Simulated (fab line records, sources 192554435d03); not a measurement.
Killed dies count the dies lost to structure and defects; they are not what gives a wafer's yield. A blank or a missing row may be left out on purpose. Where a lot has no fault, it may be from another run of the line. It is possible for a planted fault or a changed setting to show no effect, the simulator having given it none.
fab line records ; flow n5_finfet
record lots=7; wafers=21
route steps=1938 shown ZERO_LAYER@9 WELL_APT@36 FIN_SAQP@125 DUMMY_GATE@221
start_h: hours from the record's opening day to when the first of the lot's shown wafers began ; wait_h: how many hours have passed since the lot's step before this one ; " the same as in the row above ; L1.1+2: several wafers, shown together as one row ; - value missing, or start not given ; * or withheld: withheld ; < > ~ a bound
route shown NAME@n: names a module that has steps shown in the file, with the first one's number in the route ; usual: average and standard deviation across the fault-free wafers ; same: alike in all rows ; chamber/n: place in a boat ; sites: each site's reading ; _std_site: the standard deviation of these ; _edge_site: inner sites' mean taken away from outer sites' mean ; radius_mm: for every site, how far away it sits from the centre of the wafer ; mask NAME#n: copy n ; behind: tool/chamber where the wafer was last shaped ; hold: cause of the lot's hold/its duration in hours/its outcome ; device: whichever transistor did not switch (one of n, p or np) ; end of line: the tests these same wafers got at the end of their route ; step lacking rows: just its recipe ; killed: count of dies lost to structure and defects at first sort (not the wafer's yield) ; map: per-die view of a wafer (x killed, . not killed, _ where there is no die)
set.NAME: the setting as run; set.NAME@STEP: as run at that earlier step ; model.NAME: the simulator's own value behind a step, which no gauge read
lots run with intentionally changed settings; tables by step, rows by wafer
## steps
# step N5_ZERO_LAYER_EXPOSE_08
# recipe mask_id=ZERO; na=0.55; source_shape=conventional; sigma_outer=0.8; polarization=unpolarized; defocus_nm=0; target_cd_nm=2000; dose_mj=16.2
lot.wafer;tool;chamber;start_h;wait_h;mask;set.dose_mj
L077.1+4;krf_scanner-02;0;30.59;-;ZERO#0;16.2
L077.2;krf_scanner-02;0;30.59;-;ZERO#0;15.28
L079.2+4+6;krf_scanner-02;0;42.73;-;ZERO#0;16.2
L081.2+5;krf_scanner-02;0;54.49;-;ZERO#0;16.2
L081.4;krf_scanner-02;0;54.49;-;ZERO#0;16.71
L083.2+5+6;krf_scanner-02;0;66.47;-;ZERO#0;16.2
L090.1+3;krf_scanner-02;0;108.46;-;ZERO#0;15.14
L090.4;krf_scanner-02;0;108.46;-;ZERO#0;16.2
L091.2+4;krf_scanner-02;0;114.47;-;ZERO#0;17.01
L091.6;krf_scanner-02;0;114.47;-;ZERO#0;16.2
L092.1+6;krf_scanner-02;0;120.46;-;ZERO#0;15.48
L092.5;krf_scanner-02;0;120.46;-;ZERO#0;16.2
# step N5_ZERO_LAYER_DEVELOP_10
# recipe develop_time_s=60; rinse_liquid=diw; dry=air_spin; dev_temp_c=21
lot.wafer;tool;chamber;start_h;wait_h;set.develop_time_s
L077.1+2;litho_track-04;0;-;-;72.72
L077.4;litho_track-04;0;-;-;60
L079.2+4+6;litho_track-03;0;-;-;60
L081.2+4+5;litho_track-02;0;-;-;46.54
L083.2;litho_track-03;0;-;-;60
L083.5+6;litho_track-03;0;-;-;66.56
L090.1+4;litho_track-03;0;-;-;63.44
L090.3;litho_track-03;0;-;-;60
L091.2+4+6;litho_track-02;0;-;-;48.5
L092.1;litho_track-04;0;-;-;72.25
L092.5+6;litho_track-04;0;-;-;60
# step N5_ZERO_LAYER_HARDBAKE_23
# recipe temp_c=130; time_s=120
# step N5_ZERO_LAYER_CD_MEAS_11
# recipe target_cd_nm=2000; landing_energy_ev=500; detector=se_inlens
# usual cd_nm=2000.2/1.7
lot.wafer;tool;chamber;start_h;wait_h;set.dose_mj@ZERO_LAYER_EXPOSE_08;cd_nm
L077.1;cd_sem-02;0;30.77;-;16.2;2004.6
L077.2;cd_sem-02;0;30.77;-;15.28;1993.5
L077.4;cd_sem-02;0;30.77;-;16.2;2002.0
L079.2;cd_sem-01;0;42.90;-;16.2;1998.3
L079.4;cd_sem-01;0;42.90;-;16.2;2000.3
L079.6;cd_sem-01;0;42.90;-;16.2;1999.1
L081.2;cd_sem-01;0;54.67;-;16.2;1992.3
L081.4;cd_sem-01;0;54.67;-;16.71;1998.6
L081.5;cd_sem-01;0;54.67;-;16.2;1990.5
L083.2;cd_sem-02;0;66.64;-;16.2;1999.8
L083.5;cd_sem-02;0;66.64;-;16.2;2002.8
L083.6;cd_sem-02;0;66.64;-;16.2;2001.2
L090.1;cd_sem-01;0;108.64;-;15.14;1986.4
L090.3;cd_sem-01;0;108.64;-;15.14;1986.4
L090.4;cd_sem-01;0;108.64;-;16.2;2000.1
L091.2;cd_sem-01;0;114.64;-;17.01;2004.9
L091.4;cd_sem-01;0;114.64;-;17.01;2005.3
L091.6;cd_sem-01;0;114.64;-;16.2;1991.9
L092.1;cd_sem-02;0;120.64;-;15.48;1995.7
L092.5;cd_sem-02;0;120.64;-;16.2;2002.1
L092.6;cd_sem-02;0;120.64;-;15.48;1993.5
# step N5_ZERO_LAYER_DESCUM_16
# recipe chemistry=O2; time_s=7.9; source_power_w=50; bias_power_w=20; pressure_mtorr=20; rf_frequency_hz=2.712e+07; temp_c=40; o2_flow_sccm=225
lot.wafer;tool;chamber;start_h;wait_h;set.dose_mj@ZERO_LAYER_EXPOSE_08;model.ZERO_LAYER.cd_nm
L077.1;rie_diel-03;2;30.86;0.1;16.2;2005
L077.2;rie_diel-03;0;30.86;0.1;15.28;1994
L077.4;rie_diel-03;1;30.86;0.1;16.2;2001
L079.2;rie_diel-03;0;42.94;0.0;16.2;1999
L079.4;rie_diel-03;1;42.94;0.0;16.2;2000
L079.6;rie_diel-03;1;42.94;0.0;16.2;-
L081.2;rie_diel-03;3;54.70;0.0;16.2;1993
L081.4;rie_diel-03;1;54.70;0.0;16.71;1999
L081.5;rie_diel-03;1;54.70;0.0;16.2;1991
L083.2;rie_diel-04;0;66.68;0.0;16.2;2000
L083.5;rie_diel-04;1;66.68;0.0;16.2;2003
L083.6;rie_diel-04;0;66.68;0.0;16.2;2001
L090.1;rie_diel-04;0;108.68;0.0;15.14;1987
L090.3;rie_diel-04;1;108.68;0.0;15.14;1986
L090.4;rie_diel-04;3;108.68;0.0;16.2;2000
L091.2;rie_diel-06;3;114.68;0.0;17.01;2004
L091.4;rie_diel-06;1;114.68;0.0;17.01;2005
L091.6;rie_diel-06;3;114.68;0.0;16.2;1992
L092.1;rie_diel-06;2;120.79;0.2;15.48;1996
L092.5;rie_diel-06;2;120.79;0.2;16.2;2002
L092.6;rie_diel-06;3;120.79;0.2;15.48;1993
# step N5_WELL_APT_COAT_19
# recipe spin_rpm=1357; resist_thk_nm=950
lot.wafer;tool;chamber;start_h;wait_h;set.spin_rpm;model.coat_of_WELL_APT_COAT_19.thk_nm
L077.1;litho_track-05;0;-;-;1357;948.8
L077.2;litho_track-05;0;-;-;1268;981.1
L077.4;litho_track-05;0;-;-;1357;946.9
L079.2;litho_track-01;0;-;-;1357;954.1
L079.4;litho_track-01;0;-;-;1357;950.3
L079.6;litho_track-01;0;-;-;1357;952
L081.2;litho_track-01;0;-;-;1357;950
L081.4;litho_track-01;0;-;-;1357;952.7
L081.5;litho_track-01;0;-;-;1476;914.8
L083.2;litho_track-01;0;-;-;1465;913.6
L083.5;litho_track-01;0;-;-;1465;908
L083.6;litho_track-01;0;-;-;1357;946.1
L090.1;litho_track-03;0;-;-;1258;986.3
L090.3;litho_track-03;0;-;-;1357;951.5
L090.4;litho_track-03;0;-;-;1357;951.3
L091.2;litho_track-05;0;-;-;1357;945.3
L091.4;litho_track-05;0;-;-;1357;946.6
L091.6;litho_track-05;0;-;-;1218;1003
L092.1;litho_track-03;0;-;-;1357;950.9
L092.5;litho_track-03;0;-;-;1357;949.5
L092.6;litho_track-03;0;-;-;1357;950.2
# step N5_WELL_APT_PEB_23
# recipe peb_temp_c=130; peb_time_s=90
lot.wafer;tool;chamber;start_h;wait_h;set.peb_temp_c
L077.1;litho_track-01;0;32.85;0.1;129
L077.2+4;litho_track-01;0;32.85;0.1;130
L079.2+4+6;litho_track-05;0;45.48;0.0;130
L081.2;litho_track-01;0;56.84;0.0;127.1
L081.4+5;litho_track-01;0;56.84;0.0;130
L083.2+6;litho_track-05;0;70.33;0.0;130
L083.5;litho_track-05;0;70.33;0.0;131.2
L090.1+3+4;litho_track-03;0;110.79;0.1;130
L091.2;litho_track-01;0;116.56;0.0;126.5
L091.4+6;litho_track-01;0;116.56;0.0;130
L092.1+5+6;litho_track-03;0;122.72;0.1;130
# step N5_WELL_APT_DEVELOP_24
# recipe develop_time_s=45; rinse_liquid=surfactant_rinse; dry=air_spin; dev_temp_c=21
# step N5_WELL_APT_HARDBAKE_29
# recipe temp_c=130; time_s=120
# step N5_WELL_APT_CD_MEAS_25
# recipe target_cd_nm=200; landing_energy_ev=500; detector=se_inlens
# usual cd_nm=199.6/1.4
lot.wafer;tool;chamber;start_h;wait_h;set.peb_temp_c@WELL_APT_PEB_23;cd_nm
L077.1;cd_sem-03;0;32.96;-;129;194.3
L077.2;cd_sem-03;0;32.96;-;130;198.6
L077.4;cd_sem-03;0;32.96;-;130;201.0
L079.2;cd_sem-02;0;45.59;-;130;198.5
L079.4;cd_sem-02;0;45.59;-;130;199.1
L079.6;cd_sem-02;0;45.59;-;130;199.6
L081.2;cd_sem-01;0;56.96;-;127.1;181.5
L081.4;cd_sem-01;0;56.96;-;130;195.9
L081.5;cd_sem-01;0;56.96;-;130;200.0
L083.2;cd_sem-03;0;70.44;-;130;200.7
L083.5;cd_sem-03;0;70.44;-;131.2;208.4
L083.6;cd_sem-03;0;70.44;-;130;201.1
L090.1;cd_sem-03;0;110.91;-;130;197.6
L090.3;cd_sem-03;0;110.91;-;130;198.4
L090.4;cd_sem-03;0;110.91;-;130;199.9
L091.2;cd_sem-03;0;116.68;-;126.5;176.4
L091.4;cd_sem-03;0;116.68;-;130;199.3
L091.6;cd_sem-03;0;116.68;-;130;195.8
L092.1;cd_sem-01;0;122.84;-;130;201.4
L092.5;cd_sem-01;0;122.84;-;130;198.8
L092.6;cd_sem-01;0;122.84;-;130;199.2
# step N5_WELL_APT_DESCUM_30
# recipe chemistry=O2; time_s=7.9; source_power_w=50; bias_power_w=20; pressure_mtorr=20; rf_frequency_hz=2.712e+07; temp_c=40; o2_flow_sccm=225
lot.wafer;tool;chamber;start_h;wait_h;set.peb_temp_c@WELL_APT_PEB_23;model.WELL_APT.cd_nm
L077.1;rie_diel-05;3;33.08;0.1;129;194.2
L077.2;rie_diel-05;0;33.08;0.1;130;198.6
L077.4;rie_diel-05;2;33.08;0.1;130;200.7
L079.2;rie_diel-02;2;45.86;0.2;130;198.6
L079.4;rie_diel-02;1;45.86;0.2;130;199.1
L079.6;rie_diel-02;2;45.86;0.2;130;199.7
L081.2;rie_diel-01;3;57.05;0.0;127.1;181.2
L081.4;rie_diel-01;2;57.05;0.0;130;196.1
L081.5;rie_diel-01;3;57.05;0.0;130;200.1
L083.2;rie_diel-02;0;71.46;1.0;130;200.7
L083.5;rie_diel-02;1;71.46;1.0;131.2;208.1
L083.6;rie_diel-02;0;71.46;1.0;130;200.9
L090.1;rie_diel-05;1;110.99;0.0;130;197.6
L090.3;rie_diel-05;2;110.99;0.0;130;198.5
L090.4;rie_diel-05;0;110.99;0.0;130;199.9
L091.2;rie_diel-01;1;116.76;0.0;126.5;176.6
L091.4;rie_diel-01;3;116.76;0.0;130;199.3
L091.6;rie_diel-01;0;116.76;0.0;130;195.9
L092.1;rie_diel-01;2;122.92;0.0;130;201.7
L092.5;rie_diel-01;0;122.92;0.0;130;199
L092.6;rie_diel-01;1;122.92;0.0;130;199.5
# step N5_FIN_SAQP_SPACER1_ALD_24
# recipe material=SiO2; target_thk_a=203; temp_c=300; ald_precursor_family=BDEAS; ald_co_reactant=O2-plasma; pulse_time_s=1; purge_time_s=2; co_reactant_purge_time_s=2; ald_cycles=218; pressure_torr=2
lot.wafer;tool;chamber;start_h;wait_h;set.temp_c;model.SiO2_of_FIN_SAQP_SPACER1_ALD_24.thk_nm
L077.1;ald_sin-02;1;41.28;0.3;308.4;20
L077.2;ald_sin-02;3;41.28;0.3;300;20.2
L077.4;ald_sin-02;0;41.28;0.3;300;20.4
L079.2+4+6;ald_sin-01;3,0,3;55.49;0.3;300;20.4
L081.2+5;ald_sin-02;3,1;67.15;0.4;300;20.4
L081.4;ald_sin-02;1;67.15;0.4;294.7;20.8
L083.2+5;ald_sin-02;1,0;79.66;0.6;304.1;20
L083.6;ald_sin-02;3;79.66;0.6;300;20.4
L090.1+3+4;ald_sin-01;1,0,3;118.65;0.3;293.2;20.8
L091.2;ald_sin-03;2;124.79;0.3;296.4;20.6
L091.4+6;ald_sin-03;0,3;124.79;0.3;300;20.4
L092.1;ald_sin-03;1;131.46;0.8;300;20.4
L092.5+6;ald_sin-03;3,0;131.46;0.8;311.2;20
# step N5_DUMMY_GATE_PECVD_30
# recipe material=SiO2; target_thk_a=550; temp_c=400; precursor=TEOS/O2; pressure_torr=6.5; rf_w=withheld; teos_flow_sccm=withheld; gas=O2; flow_sccm=2650; time_s=10.8
lot.wafer;tool;chamber;start_h;wait_h;set.time_s;model.SiO2_of_DUMMY_GATE_PECVD_30.thk_nm
L077.1;pecvd-04;1;65.83;0.0;11.6;57.4
L077.2;pecvd-04;0;65.83;0.0;10.8;54
L077.4;pecvd-04;0;65.83;0.0;11.6;59
L079.2;pecvd-03;1;77.26;0.0;10.8;54.2
L079.4;pecvd-03;0;77.26;0.0;10.8;55.2
L079.6;pecvd-03;1;77.26;0.0;10.8;56.2
L081.2;pecvd-03;2;89.69;0.0;9.98;49.6
L081.4;pecvd-03;2;89.69;0.0;10.8;54.2
L081.5;pecvd-03;0;89.69;0.0;10.8;54.6
L083.2;pecvd-03;2;103.17;0.0;10.8;54.4
L083.5;pecvd-03;2;103.17;0.0;11.76;59.8
L083.6;pecvd-03;1;103.17;0.0;11.76;60.4
L090.1;pecvd-03;2;143.51;0.0;9.528;47.4
L090.3;pecvd-03;1;143.51;0.0;10.8;54.2
L090.4;pecvd-03;0;143.51;0.0;10.8;54.4
L091.2;pecvd-03;0;146.17;0.0;10.8;54.4
L091.4;pecvd-03;2;146.17;0.0;10.8;55.4
L091.6;pecvd-03;1;146.17;0.0;12.3;63.2
L092.1;pecvd-02;0;154.57;0.0;11.62;58.2
L092.5;pecvd-02;1;154.57;0.0;11.62;60
L092.6;pecvd-02;2;154.57;0.0;11.62;60.6
# step N5_DUMMY_GATE_EXPOSE_12
# recipe mask_id=GATE; na=0.33; source_shape=annular; sigma_inner=0.2; sigma_outer=0.6; polarization=unpolarized; target_cd_nm=25; dose_mj=34
lot.wafer;tool;chamber;start_h;wait_h;mask;set.dose_mj
L077.1+2;euv_scanner-02;0;66.15;-;GATE#0;34
L077.4;euv_scanner-02;0;66.15;-;GATE#0;35.5
L079.2+4+6;euv_scanner-01;0;77.58;-;GATE#0;34
L081.2+4;euv_scanner-01;0;89.94;-;GATE#0;34
L081.5;euv_scanner-01;0;89.94;-;GATE#0;36.23
L083.2+6;euv_scanner-02;0;103.50;-;GATE#0;34
L083.5;euv_scanner-02;0;103.50;-;GATE#0;35.15
L090.1+3;euv_scanner-01;0;147.49;-;GATE#0;34
L090.4;euv_scanner-01;0;147.49;-;GATE#0;31.98
L091.2+4+6;euv_scanner-01;0;147.53;-;GATE#0;34
L092.1+5;euv_scanner-02;0;154.89;-;GATE#0;34
L092.6;euv_scanner-02;0;154.89;-;GATE#0;35.35
# step N5_DUMMY_GATE_PEB_13
# recipe peb_temp_c=100; peb_time_s=60; resist=CAR-EUV
# step N5_DUMMY_GATE_DEVELOP_14
# recipe develop_time_s=30; developer=TMAH; resist=CAR-EUV; rinse_liquid=surfactant_rinse; dry=air_spin; dev_temp_c=23
# step N5_DUMMY_GATE_STRIP_38
# recipe chemistry=N2/H2; temp_c=40; n2_flow_sccm=200; h2_flow_sccm=200; rf_frequency_hz=6e+07
# step N5_DUMMY_GATE_STRIP_39
# recipe chemistry=N2/H2; temp_c=40; n2_flow_sccm=200; h2_flow_sccm=200; rf_frequency_hz=6e+07
# step N5_DUMMY_GATE_TRIM_49
# recipe chemistry=O2; resist=SOC; time_s=29; target_cd_nm=14; source_power_w=300; bias_power_w=0; O2_flow_sccm=100; temp_c=20
lot.wafer;tool;chamber;start_h;wait_h;set.dose_mj@DUMMY_GATE_EXPOSE_12;model.DUMMY_GATE.cd_nm
L077.1+2;rie_si-06;1,3;66.64;0.0;34;14.2
L077.4;rie_si-06;2;66.64;0.0;35.5;13.6
L079.2;rie_si-02;3;78.06;0.0;34;14.2
L079.4;rie_si-02;2;78.06;0.0;34;13.6
L079.6;rie_si-02;3;78.06;0.0;34;14
L081.2;rie_si-02;0;90.62;0.0;34;14.4
L081.4;rie_si-02;3;90.62;0.0;34;14
L081.5;rie_si-02;3;90.62;0.0;36.23;13
L083.2+6;rie_si-05;2,1;103.97;0.0;34;13.6
L083.5;rie_si-05;2;103.97;0.0;35.15;13.6
L090.1;rie_si-06;3;148.24;0.0;34;14.4
L090.3;rie_si-06;2;148.24;0.0;34;14.6
L090.4;rie_si-06;0;148.24;0.0;31.98;15.4
L091.2+6;rie_si-02;2,3;148.25;0.0;34;13.8
L091.4;rie_si-02;0;148.25;0.0;34;13.6
L092.1;rie_si-05;3;155.38;0.0;34;14
L092.5;rie_si-05;2;155.38;0.0;34;13.8
L092.6;rie_si-05;3;155.38;0.0;35.35;13.2
# step N5_DUMMY_GATE_STRIP_40
# recipe chemistry=CF4; resist=SiARC; power_w=300; bias_power_w=75; pressure_mtorr=50; cf4_flow_sccm=150; rf_frequency_hz=6e+07
# step N5_DUMMY_GATE_CD_MEAS_50
# recipe target_cd_nm=14
# usual cd_nm=14.1/0.32
lot.wafer;tool;chamber;start_h;wait_h;set.dose_mj@DUMMY_GATE_EXPOSE_12;cd_nm
L077.1;cd_sem-03;-;66.79;0.0;34;14.2
L077.2;cd_sem-03;-;66.79;0.0;34;14.1
L077.4;cd_sem-03;-;66.79;0.0;35.5;13.6
L079.2;cd_sem-02;-;78.21;0.0;34;14.0
L079.4;cd_sem-02;-;78.21;0.0;34;13.4
L079.6;cd_sem-02;-;78.21;0.0;34;14.0
L081.2;cd_sem-01;-;90.84;0.0;34;14.2
L081.4;cd_sem-01;-;90.84;0.0;34;13.8
L081.5;cd_sem-01;-;90.84;0.0;36.23;13.0
L083.2;cd_sem-02;-;104.12;0.0;34;13.8
L083.5;cd_sem-02;-;104.12;0.0;35.15;13.4
L083.6;cd_sem-02;-;104.12;0.0;34;13.5
L090.1;cd_sem-03;-;148.60;0.0;34;14.3
L090.3;cd_sem-03;-;148.60;0.0;34;14.8
L090.4;cd_sem-03;-;148.60;0.0;31.98;15.6
L091.2;cd_sem-02;-;148.63;0.0;34;14.0
L091.4;cd_sem-02;-;148.63;0.0;34;13.9
L091.6;cd_sem-02;-;148.63;0.0;34;13.7
L092.1;cd_sem-01;-;155.55;0.0;34;13.6
L092.5;cd_sem-01;-;155.55;0.0;34;13.5
L092.6;cd_sem-01;-;155.55;0.0;35.35;13.2
# step N5_DUMMY_GATE_ETCH_31
# recipe chemistry=C4F6/O2; target=SiO2; mask_material=SOC; target_depth_a=825; time_s=27.5; ion_energy_ev=250; pressure_mtorr=30; source_w=345; bias_w=185; Ar_flow_sccm=300; C4F6_flow_sccm=10; O2_flow_sccm=10
# step N5_DUMMY_GATE_STRIP_41
# recipe chemistry=O2; power_w=400; temp_c=40; pressure_mtorr=30; rf_frequency_hz=6e+07; bias_power_w=0; overash_fraction=0.3; o2_flow_sccm=225
# step N5_DUMMY_GATE_HM_OPEN_21
# recipe chemistry=CH3F/O2; target=SiNx; target_depth_a=1200; Ar_flow_sccm=150; CH3F_flow_sccm=30; O2_flow_sccm=23; time_s=171.4; pressure_mtorr=30; source_w=395; bias_w=73; ion_energy_ev=120.7
lot.wafer;tool;chamber;start_h;wait_h;set.time_s@DUMMY_GATE_PECVD_30;model.SiO2_of_DUMMY_GATE_PECVD_30.thk_nm
L077.1;rie_diel-03;2;66.92;0.0;11.6;47.6
L077.2;rie_diel-03;1;66.92;0.0;10.8;44.2
L077.4;rie_diel-03;1;66.92;0.0;11.6;49.2
L079.2;rie_diel-04;3;78.41;0.0;10.8;44.4
L079.4;rie_diel-04;2;78.41;0.0;10.8;45.2
L079.6;rie_diel-04;3;78.41;0.0;10.8;46.2
L081.2;rie_diel-06;0;91.05;0.0;9.98;39.8
L081.4;rie_diel-06;3;91.05;0.0;10.8;44.4
L081.5;rie_diel-06;2;91.05;0.0;10.8;44.6
L083.2;rie_diel-04;2;104.26;0.0;10.8;44.4
L083.5;rie_diel-04;2;104.26;0.0;11.76;49.8
L083.6;rie_diel-04;3;104.26;0.0;11.76;50.4
L090.1;rie_diel-06;2;148.78;0.0;9.528;37.2
L090.3+4;rie_diel-06;0,2;148.78;0.0;10.8;44.4
L091.2;rie_diel-04;2;148.80;0.0;10.8;44.4
L091.4;rie_diel-04;0;148.80;0.0;10.8;45.6
L091.6;rie_diel-04;2;148.80;0.0;12.3;53.4
L092.1;rie_diel-03;2;155.74;0.0;11.62;48.2
L092.5;rie_diel-03;1;155.74;0.0;11.62;50
L092.6;rie_diel-03;0;155.74;0.0;11.62;50.6
# step N5_DUMMY_GATE_ETCH_32
# recipe chemistry=CF4; target=SiO2; target_depth_a=35; time_s=3.9; ion_energy_ev=350; pressure_mtorr=10; icp_w=800; bias_w=400; cf4_flow_sccm=80
# step N5_DUMMY_GATE_ETCH_23
# recipe chemistry=HBr/Cl2/O2; HBr_flow_sccm=150; Cl2_flow_sccm=80; O2_flow_sccm=12; bias_w=102; target_depth_a=410; time_s=22.3; target=poly-Si; mask_material=SiO2; pressure_mtorr=10; icp_w=800
# step N5_DUMMY_GATE_ETCH_44
# recipe chemistry=HBr/O2; over_etch_frac=0.7; target_depth_a=1275; stop_on=SiO2; ion_energy_ev=60; bias_w=20; target=poly-Si; mask_material=SiO2; pressure_mtorr=20; icp_w=400; HBr_flow_sccm=120; O2_flow_sccm=10
lot.wafer;tool;chamber;start_h;wait_h;set.dose_mj@DUMMY_GATE_EXPOSE_12;model.DUMMY_GATE.cd_nm
L077.1;rie_si-05;0;67.17;0.0;34;15.4
L077.2;rie_si-05;1;67.17;0.0;34;15
L077.4;rie_si-05;2;67.17;0.0;35.5;14.4
L079.2;rie_si-05;3;78.66;0.0;34;15.2
L079.4;rie_si-05;0;78.66;0.0;34;14.6
L079.6;rie_si-05;1;78.66;0.0;34;15
L081.2;rie_si-05;1;91.30;0.0;34;15.6
L081.4;rie_si-05;0;91.30;0.0;34;15
L081.5;rie_si-05;1;91.30;0.0;36.23;14
L083.2;rie_si-02;0;104.51;0.0;34;14.4
L083.5;rie_si-02;1;104.51;0.0;35.15;14.4
L083.6;rie_si-02;0;104.51;0.0;34;14.8
L090.1;rie_si-06;2;149.03;0.0;34;15.2
L090.3;rie_si-06;3;149.03;0.0;34;15.6
L090.4;rie_si-06;1;149.03;0.0;31.98;16.2
L091.2+4+6;rie_si-02;2,3,0;149.05;0.0;34;14.6
L092.1+5;rie_si-05;2;155.99;0.0;34;14.6
L092.6;rie_si-05;1;155.99;0.0;35.35;14
## key
split step=N5_ZERO_LAYER_EXPOSE_08; setting=dose_mj; stated=16.2; by=wafer
response step=N5_ZERO_LAYER_CD_MEAS_11; reading=cd_nm; change=+2.06; per=1%; r=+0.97
response step=N5_ZERO_LAYER_DESCUM_16; reading=model.ZERO_LAYER.cd_nm; change=+2.04; per=1%; r=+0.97
split step=N5_ZERO_LAYER_DEVELOP_10; setting=develop_time_s; stated=60; by=wafer
response none clear
split step=N5_WELL_APT_COAT_19; setting=spin_rpm; stated=1357; by=wafer
response step=N5_WELL_APT_COAT_19; reading=model.coat_of_WELL_APT_COAT_19.thk_nm; change=-4.86; per=1%; r=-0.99
split step=N5_WELL_APT_PEB_23; setting=peb_temp_c; stated=130; by=wafer
response step=N5_WELL_APT_CD_MEAS_25; reading=cd_nm; change=+7.68; per=1%; r=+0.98
response step=N5_WELL_APT_DESCUM_30; reading=model.WELL_APT.cd_nm; change=+7.7; per=1%; r=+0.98
split step=N5_FIN_SAQP_SPACER1_ALD_24; setting=temp_c; stated=300; by=wafer
response step=N5_FIN_SAQP_SPACER1_ALD_24; reading=model.SiO2_of_FIN_SAQP_SPACER1_ALD_24.thk_nm; change=-0.136; per=1%; r=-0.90
split step=N5_DUMMY_GATE_PECVD_30; setting=time_s; stated=10.8; by=wafer
response step=N5_DUMMY_GATE_PECVD_30; reading=model.SiO2_of_DUMMY_GATE_PECVD_30.thk_nm; change=+0.602; per=1%; r=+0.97
response step=N5_DUMMY_GATE_HM_OPEN_21; reading=model.SiO2_of_DUMMY_GATE_PECVD_30.thk_nm; change=+0.61; per=1%; r=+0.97
split step=N5_DUMMY_GATE_EXPOSE_12; setting=dose_mj; stated=34; by=wafer
response step=N5_DUMMY_GATE_TRIM_49; reading=model.DUMMY_GATE.cd_nm; change=-0.149; per=1%; r=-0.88
response step=N5_DUMMY_GATE_CD_MEAS_50; reading=cd_nm; change=-0.141; per=1%; r=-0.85
response step=N5_DUMMY_GATE_ETCH_44; reading=model.DUMMY_GATE.cd_nm; change=-0.159; per=1%; r=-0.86
